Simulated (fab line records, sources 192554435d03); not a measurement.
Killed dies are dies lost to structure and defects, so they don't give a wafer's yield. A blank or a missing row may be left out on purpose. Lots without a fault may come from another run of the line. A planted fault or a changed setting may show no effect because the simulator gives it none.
Chamber matching | flow n5_finfet | N5_BEOL_M14_DEP_53 on pecvd-01: 3 sister chambers
The step deposits SiCN from 3MS/NH3, target thk 50 nm, time 17.8 s. 3 wafers are shown with their chamber, then 10 later ones without.

WAFERS WITH THEIR CHAMBER
wafer  | chamber | throttle_valve_pct (%)
L088.1 | 0       | 18.8
L087.1 | 1       | 18.5
L087.2 | 2       | 17.1

WAFERS WITHOUT THEIR CHAMBER
wafer  | throttle_valve_pct (%)
L087.5 | 18.4
L092.3 | 18.6
L092.4 | 18.9
L092.5 | 16.9
L093.1 | 18.6
L093.2 | 17.1
L093.6 | 18.5
L095.2 | 19.0
L095.3 | 18.5
L095.6 | 18.9

WHICH CHAMBER EACH WENT THROUGH
wafer  | from the rows above     | in truth
L087.5 | 1                       | 1
L092.3 | can't be placed: 1 or 0 | 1
L092.4 | 0                       | 0
L092.5 | 2                       | 2
L093.1 | can't be placed: 1 or 0 | 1
L093.2 | 2                       | 2
L093.6 | 1                       | 1
L095.2 | 0                       | 0
L095.3 | 1                       | 1
L095.6 | 0                       | 0
Placed correctly: 8 of 10. Can't be placed from these rows: 2 (the true chamber is among the candidates in 2). Placed wrongly: 0.
How it was worked out, from the rows above alone: a wafer's distance from a chamber is the root of the sum, over the readings, of the square of ((its reading less the chamber's mean) divided by the reading's scatter). The wafer belongs to the nearest chamber; if the next one is less than 2 further off, it can't be placed. A chamber's mean is the mean of its shown wafers. The scatter: with one shown wafer a chamber, the root of the mean of the squares of how far each hidden wafer lies from its nearest shown one.
